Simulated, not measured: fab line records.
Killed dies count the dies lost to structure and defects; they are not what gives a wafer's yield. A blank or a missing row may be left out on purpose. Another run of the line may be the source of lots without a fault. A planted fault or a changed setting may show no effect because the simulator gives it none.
fab line records | flow n5Finfet
record: lots: 5 | wafers: 13 | lastDay: 16
route steps=1938 shown BEOL_M4@1069 PASSIVATION@1936
lots with no fault: from the same line, run without faults
startH: hours from the record's first day to the start of the lot's first wafer shown | waitH: hours since the lot's step before | " same as the row above | L1.1+2: one row covering several wafers at once | - no value present, or no start provided | * or withheld: withheld | < > ~ a bound
route shown NAME@n: a module of which the file shows steps, and the number in the route of the first | usual: the fault-free wafers' mean and standard deviation | same: alike in all rows | chamber/n: place in a boat | sites: each site's reading | _std_site: the values' standard deviation | _edge_site: inner sites' mean taken away from outer sites' mean | radiusMm: how far each site lies from the wafer's centre | mask NAME#n: copy n | behind: the tool/chamber that last shaped the wafer | hold: why the lot went on hold/how many hours it stayed there/how the hold came to an end | device: which transistor (n, p or np) failed to switch | end of line: the same wafers' tests at the end of the route | a step with no rows: only its recipe | killed: the dies lost at the first sort to structure and to defects; this is not the yield of the wafer | map: a wafer's dies, marking killed ones x, the rest . and places with no die _
set.NAME: the run value of the setting; set.NAME@STEP: its run value at that earlier step | model.NAME: the simulator's own value behind a step, which no gauge read
lots at some steps of the route; a table a step, a row a wafer
services: the hour from which a tool's chamber was out of use, counted from the record's first day as startH (under 0 if before that day), plus the number of hours and why
== steps ==
step: N5_BEOL_M4_STRIP_36
recipe: chemistry: N2/H2 | powerW: 450 | tempC: 40 | pressureMtorr: 20 | rfFrequencyHz: 6e+07 | overashFraction: 0.3 | biasPowerW: 7 | h2Frac: 0.5 | n2FlowSccm: 200 | h2FlowSccm: 200
step: N5_BEOL_M4_TRENCH_ETCH_37
recipe: chemistry: C4F6/O2 | targetDepthA: 555.55 | target: SiOC | timeS: 29.2 | ionEnergyEv: 250 | pressureMtorr: 30 | sourceW: 355 | biasW: 185 | Ar_flow_sccm: 300 | C4F6_flow_sccm: 10 | O2_flow_sccm: 10
step: N5_BEOL_M4_ETCH_41
recipe: chemistry: CH3F/O2 | target: SiCN | targetDepthA: 299 | taperDeg: 2 | timeS: 52.5 | ionEnergyEv: 120 | maskMaterial: TiN | pressureMtorr: 30 | sourceW: 395 | biasW: 75 | Ar_flow_sccm: 150 | CH3F_flow_sccm: 30 | O2_flow_sccm: 20
step: N5_BEOL_M4_STRIP_97
recipe: chemistry: N2/H2 | timeS: 10 | powerW: 450 | tempC: 40 | pressureMtorr: 20 | rfFrequencyHz: 6e+07 | biasPowerW: 7 | n2FlowSccm: 200 | h2FlowSccm: 200
step: N5_BEOL_M4_HM_STRIP_39
recipe: chemistry: peroxideTinStrip | material: TiN | targetDepthA: 250 | tempC: 50 | timeS: 158
step: N5_BEOL_M4_SRD_40
recipe: timeS: 30 | tempC: 23 | rinseLiquid: diw | dry: ipaMarangoni
step: N5_BEOL_M4_PRECLEAN_42
recipe: chemistry: residueRemover | timeS: 60 | tempC: 40
step: N5_BEOL_M4_SRD_43
recipe: timeS: 30 | tempC: 23 | rinseLiquid: diw | dry: ipaMarangoni
step: N5_BEOL_M4_DEGAS_44
recipe: ambient: vacuum | tempC: 250 | timeS: 60
step: N5_BEOL_M4_PRE_CLEAN_45
recipe: gas: H2/He | timeS: 30 | tempC: 250
step: N5_BEOL_M4_ALD_84
recipe: material: TaN | targetThkA: * | tempC: 275 | aldPrecursorFamily: PDMAT | aldCoReactant: NH3 | pressureTorr: 3 | carrierFlowSccm: 1500 | pulseTimeS: 2 | purgeTimeS: 3 | coReactantPurgeTimeS: 2 | coReactantPulseTimeS: 3 | aldCycles: 30 | precursorVesselTempC: 75 | precursorVesselPressureTorr: 26.25 | precursorVesselCarrierSccm: 1000
usual: aldCycles: 30/0 | heaterPowerW: 399/43
same: pulseTimeS: 2
lot.wafer | tool        | chamber | startH | waitH | aldCycles | heaterPowerW | model.TaN_of_BEOL_M4_ALD_84.thkNm
L278.2    | aldMetal-02 | 2       | 157.43 | 0.0   | 30        | 386          | *
L278.4    | "           | 1       | "      | "     | 30        | 457          | *
L278.6    | "           | 1       | "      | "     | 30        | 461          | *
L283.4    | aldMetal-04 | 3       | 190.07 | 0.1   | 30        | 394          | *
L283.5    | "           | 3       | "      | "     | 30        | 403          | *
L283.6    | "           | 2       | "      | "     | 30        | 350          | *
L291.4    | aldMetal-02 | 3       | 243.80 | 0.2   | 30        | 379          | *
L291.5    | "           | 1       | "      | "     | 30        | 465          | *
L291.6    | "           | 2       | "      | "     | 40        | 385          | *
L293.3    | aldMetal-02 | 3       | 243.90 | 0.2   | 30        | 384          | *
L293.6    | "           | 1       | "      | "     | 40        | 454          | *
L296.1    | aldMetal-02 | 1       | 270.36 | 0.0   | 30        | 464          | *
L296.6    | "           | 3       | "      | "     | 40        | 397          | *
step: N5_BEOL_M4_SURFACE_TREAT_85
recipe: gas: Ar | timeS: * | ionEnergyEv: * | ionCurrentMaCm2: 0.5 | pressureMtorr: * | arFlowSccm: 30
step: N5_BEOL_M4_CVD_47
recipe: material: Co | targetThkA: 30 | tempC: withheld | precursor: CCTBA/H2 | pressureTorr: 30 | timeS: 223.8
step: N5_BEOL_M4_SPUTTER_48
recipe: material: Cu | targetThkA: 45 | tempC: -20 | chamberPressurePa: 0.07 | powerW: withheld | timeS: 8.29
step: N5_BEOL_M4_ANNEAL_49
recipe: tempC: 400 | timeS: 240 | ambient: vacuum
step: N5_BEOL_M4_SPUTTER_79
recipe: material: Cu | targetThkA: 45 | tempC: -20 | chamberPressurePa: 0.07 | powerW: withheld | timeS: 8.29
step: N5_BEOL_M4_ANNEAL_80
recipe: tempC: 400 | timeS: 240 | ambient: vacuum
step: N5_BEOL_M4_SPUTTER_81
recipe: material: Cu | targetThkA: 45 | tempC: -20 | chamberPressurePa: 0.07 | powerW: withheld | timeS: 8.29
step: N5_BEOL_M4_ANNEAL_82
recipe: tempC: 400 | timeS: 240 | ambient: vacuum
step: N5_BEOL_M4_SPUTTER_86
recipe: material: Cu | targetThkA: 45 | tempC: -20 | chamberPressurePa: 0.07 | powerW: withheld | timeS: 8.29
step: N5_BEOL_M4_ANNEAL_87
recipe: tempC: 400 | timeS: 240 | ambient: vacuum
step: N5_BEOL_M4_SPUTTER_88
recipe: material: Cu | targetThkA: 45 | tempC: -20 | chamberPressurePa: 0.07 | powerW: withheld | timeS: 8.29
step: N5_BEOL_M4_ANNEAL_89
recipe: tempC: 400 | timeS: 240 | ambient: vacuum
step: N5_BEOL_M4_SPUTTER_90
recipe: material: Cu | targetThkA: 45 | tempC: -20 | chamberPressurePa: 0.07 | powerW: withheld | timeS: 8.29
step: N5_BEOL_M4_ANNEAL_91
recipe: tempC: 400 | timeS: 240 | ambient: vacuum
step: N5_BEOL_M4_SPUTTER_92
recipe: material: Cu | targetThkA: 45 | tempC: -20 | chamberPressurePa: 0.07 | powerW: withheld | timeS: 8.29
step: N5_BEOL_M4_ANNEAL_93
recipe: tempC: 400 | timeS: 240 | ambient: vacuum
step: N5_BEOL_M4_SPUTTER_94
recipe: material: Cu | targetThkA: 45 | tempC: -20 | chamberPressurePa: 0.07 | powerW: withheld | timeS: 8.29
step: N5_BEOL_M4_ANNEAL_95
recipe: tempC: 400 | timeS: 240 | ambient: vacuum
step: N5_BEOL_M4_SPUTTER_96
recipe: material: Cu | targetThkA: 45 | tempC: -20 | chamberPressurePa: 0.07 | powerW: withheld | timeS: 8.29
step: N5_BEOL_M4_ECD_50
recipe: material: Cu | targetThkA: 3000
step: N5_BEOL_M4_ANNEAL_51
recipe: tempC: 225 | timeS: 90 | ambient: N2
step: N5_BEOL_M4_CMP_52
recipe: stopOn: SiOC | tOverpolishS: 6.8 | downForcePsi: 1 | platenRpm: 50 | clearingPlatenDownForcePsi: 1.5 | clearingPlatenRpm: 50 | postCmpClean: cuAlkaline | targetThkNm: 40 | clearingPlatenPadVelocityMS: 0.99484 | padVelocityMS: 0.99484
step: N5_BEOL_M4_PRE_CLEAN_60
recipe: gas: NH3/H2 | timeS: 15 | tempC: * | rfPowerW: 300
step: N5_BEOL_M4_CO_CAP_55
recipe: material: Co | targetThkA: 20 | tempC: 200 | precursor: CCTBA/H2 | pressureTorr: 30 | timeS: 102.1
step: N5_BEOL_M4_PRE_CLEAN_56
recipe: gas: NH3 | timeS: 15 | tempC: withheld | rfPowerW: 300
step: N5_BEOL_M4_DEP_57
recipe: material: SiCN | targetThkA: 80 | tempC: withheld | precursor: 3MS/NH3 | pressureTorr: 3 | rfW: 202 | timeS: 14
step: N5_BEOL_M4_RC_MEAS_101
usual: CHAIN_V3: 226/12 | CHAIN_V3_max_site: 235/12 | DIBL_N: 37.5/2 | DIBL_P: 37.5/2.5 | IOFF_N: 0.18/0.042 | IOFF_P: 0.24/0.046 | ION_N: 677/15 | ION_P: 464/9.5 | SS_N: 72.0/0.76 | SS_P: 73.6/0.79 | VT_N: 249/3.5 | VT_P: -249/3.2
lot.wafer | tool      | chamber | startH | waitH | CHAIN_V3[ohm/link] | CHAIN_V3_max_site[ohm/link] | DIBL_N[mV/V] | DIBL_P[mV/V] | IOFF_N[nA/um] | IOFF_P[nA/um] | ION_N[uA/um] | ION_P[uA/um] | SS_N[mV/dec] | SS_P[mV/dec] | VT_N[mV] | VT_P[mV]
L278.2    | prober-01 | 0       | 161.50 | 0.2   | 232                | 245                         | 38.6         | 40.2         | 0.22          | 0.29          | 707          | 482          | 72.5         | 73.5         | 245      | -245
L278.4    | "         | 0       | "      | "     | 227                | 243                         | 41.2         | 42.7         | 0.25          | 0.34          | 681          | 467          | 73.0         | 74.3         | 247      | -245
L278.6    | "         | 0       | "      | "     | 222                | 228                         | 40.9         | 42.3         | 0.26          | 0.35          | 690          | 467          | 73.1         | 74.1         | 241      | -244
L283.4    | prober-01 | 0       | 195.50 | 0.5   | 224                | 232                         | 39.9         | 41.6         | 0.27          | 0.35          | 674          | 451          | 73.4         | 75.9         | 244      | -248
L283.5    | "         | 0       | "      | "     | 228                | 241                         | 38.8         | 38.5         | 0.25          | 0.25          | 688          | 461          | 73.1         | 73.8         | 245      | -249
L283.6    | "         | 0       | "      | "     | 222                | 232                         | 34.3         | 35.8         | 0.15          | 0.19          | 687          | 469          | 71.6         | 73.0         | 251      | -252
L291.4    | prober-02 | 0       | 247.66 | 0.5   | 221                | 233                         | 38.5         | 38.1         | 0.20          | 0.23          | 670          | 453          | 73.3         | 74.0         | 248      | -253
L291.5    | "         | 0       | "      | "     | 224                | 229                         | 38.6         | 39.0         | 0.20          | 0.24          | 684          | 460          | 72.6         | 74.3         | 249      | -250
L291.6    | "         | 0       | "      | "     | 308                | 317                         | 36.4         | 36.3         | 0.17          | 0.21          | 672          | 459          | 71.6         | 73.0         | 253      | -252
L293.3    | prober-01 | 0       | 248.52 | 0.3   | 240                | 250                         | 39.5         | 39.5         | 0.21          | 0.27          | 694          | 472          | 72.1         | 73.6         | 245      | -245
L293.6    | "         | 0       | "      | "     | 321                | 331                         | 39.7         | 40.4         | 0.23          | 0.30          | 692          | 472          | 71.9         | 74.5         | 245      | -247
L296.1    | prober-01 | 0       | 273.67 | 0.0   | 221                | 229                         | 40.8         | 40.6         | 0.23          | 0.29          | 690          | 470          | 72.2         | 74.2         | 244      | -247
L296.6    | "         | 0       | "      | "     | 296                | 305                         | 38.5         | 38.0         | 0.18          | 0.27          | 680          | 470          | 72.1         | 73.4         | 248      | -247
sites CHAIN_V3 radiusMm=0,75,75,75,75,140,140,140,140
L278.2 219 234 232 231 229 235 245 237 229
L283.4 218 223 232 228 228 222 224 223 231
L291.4 223 233 228 231 221 216 218 221 220
L293.3 233 246 250 250 244 231 240 240 235
L296.1 220 227 221 222 219 215 229 223 216
step: N5_PASSIVATION_PROBE_49
usual: defectLimitedYield: 91.8/1.5 | killed_at_M0_to_M3: 33/11 | killed_at_M4_up: 13/5 | killedAtContacts: 11/5.6 | killedAtFrontEnd: 36/12 | killedAtOther: 3.4/2.5 | killedDies: 97/18 | killedOpen: 64/13 | killedShort: 31/6.9 | sort_bin_4_leakage: 0.01/0.048 | sort_bin_5_function: 4.8/1 | sort_bin_6_memory: 3.1/0.64 | sort_bin_8_speed: 0.00/0.014 | sortNPass: 1083/18 | sortYieldPct: 91.8/1.5
same: grossDies: 1180 | killedAtBackSide: 0
lot.wafer | tool      | chamber | startH | waitH | defectLimitedYield[%] | killed_at_M0_to_M3 | killed_at_M4_up | killedAtContacts | killedAtFrontEnd | killedAtOther | killedDies | killedOpen | killedShort | sort_bin_4_leakage[%] | sort_bin_5_function[%] | sort_bin_6_memory[%] | sort_bin_8_speed[%] | sortNPass | sortYieldPct[%]
L291.4    | prober-02 | -       | 348.07 | 0.2   | 90.8                  | 40                 | 18              | 17               | 29               | 4             | 108        | 72         | 33          | 0                     | 5.8                    | 2.9                  | 0                   | 1072      | 90.8
L291.5    | prober-02 | -       | 348.12 | 0.2   | 91.8                  | 24                 | 17              | 23               | 30               | 3             | 97         | 63         | 31          | 0                     | 5.3                    | 2.5                  | 0                   | 1083      | 91.8
L291.6    | prober-02 | -       | 348.17 | 0.3   | 91.9                  | 22                 | 14              | 20               | 34               | 6             | 96         | 60         | 34          | 0                     | 4.9                    | 3.1                  | 0                   | 1084      | 91.9
L293.6    | prober-02 | -       | 352.90 | 0.3   | 88.4                  | 33                 | 21              | 3                | 73               | 7             | 137        | 92         | 41          | 0                     | 6.1                    | 5.0                  | 0.08                | 1043      | 88.4
L296.1    | prober-01 | -       | 373.95 | 0.0   | 90.9                  | 35                 | 16              | 11               | 42               | 3             | 107        | 56         | 43          | 0                     | 5.4                    | 3.0                  | 0                   | 1073      | 90.9
killed by level:class
L291.4 BEOL_M0_SAQP:geometricParticle:short=15 BEOL_M0_SAQP:geometricParticle:open=13 MOL_CONTACT_COAG:geometricParticle:open=10 BEOL_M1:geometricParticle:open=8 FIN_SAQP:geometricParticle:open=7 STI_FIN_REVEAL:geometricParticle:open=7 BEOL_M4:geometricParticle:open=6 MOL_CONTACT_COAG:geometricParticle:short=5
L291.5 MOL_CONTACT_COAG:geometricParticle:open=18 BEOL_M0_SAQP:geometricParticle:short=8 BEOL_M0_SAQP:geometricParticle:open=7 FIN_SAQP:geometricParticle:open=6 DUMMY_GATE:geometricParticle:open=6 MOL_CONTACT_COAG:geometricParticle:short=5 FIN_SAQP:geometricParticle:short=4 STI_FIN_REVEAL:geometricParticle:open=4
L291.6 MOL_CONTACT_COAG:geometricParticle:open=17 BEOL_M0_SAQP:geometricParticle:open=11 FIN_SAQP:geometricParticle:short=10 FIN_SAQP:geometricParticle:open=8 BEOL_M0_SAQP:geometricParticle:short=8 DUMMY_GATE:geometricParticle:open=6 BEOL_M5:geometricParticle:open=4 BEOL_M4:geometricParticle:open=3
L293.6 STI_FIN_REVEAL:geometricParticle:open=25 FIN_SAQP:geometricParticle:open=16 BEOL_M4:geometricParticle:open=10 FIN_SAQP:geometricParticle:short=9 GATE_CUT:geometricParticle:short=8 BEOL_M0_SAQP:geometricParticle:open=6 BEOL_M3:geometricParticle:open=6 DUMMY_GATE:geometricParticle:open=5
L296.1 FIN_SAQP:geometricParticle:short=11 BEOL_M2:geometricParticle:open=9 MOL_CONTACT_COAG:geometricParticle:open=7 BEOL_M0_SAQP:geometricParticle:open=7 BEOL_M0_SAQP:geometricParticle:short=6 HKMG_FIN:areaEtch=5 FIN_SAQP:geometricParticle:open=4 STI_FIN_REVEAL:geometricParticle:open=4
== services ==
tool        | chamber | startH | hours | kind
aldMetal-02 | 2       | 158.74 | 5.2   | repair
aldMetal-02 | 0       | 206.22 | 49.9  | repair
aldMetal-02 | -       | 244.36 | 2.8   | pm
== key ==
firstSign: step: N5_BEOL_M4_ALD_84 | reading: aldCycles | direction: up | sigmas: 99+ | usual: * | struck: *
effect: step: N5_BEOL_M4_RC_MEAS_101 | reading: CHAIN_V3 | direction: up | sigmas: 6.8 | usual: 226 | struck: 308
effect: step: N5_BEOL_M4_RC_MEAS_101 | reading: CHAIN_V3_max_site | direction: up | sigmas: 6.6 | usual: 235 | struck: 317
modelEffect: step: N5_BEOL_M4_ALD_84 | value: TaN_of_BEOL_M4_ALD_84.thkNm | without: * | struck: *
metAt N5_BEOL_M4_ALD_84
struckWafers L291.6,L293.6,L296.6
onsetBetween 157.43 243.80
fault: kind: processParameterDrift | tool: aldMetal-02 | chamber: - | onsetH: 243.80 | steps: N5_BEOL_M4_ALD_84 | channel: aldCycles | offset: * | shape: step | endH: 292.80 | scope: struckWafersOnly | actsIn: * | stated: *
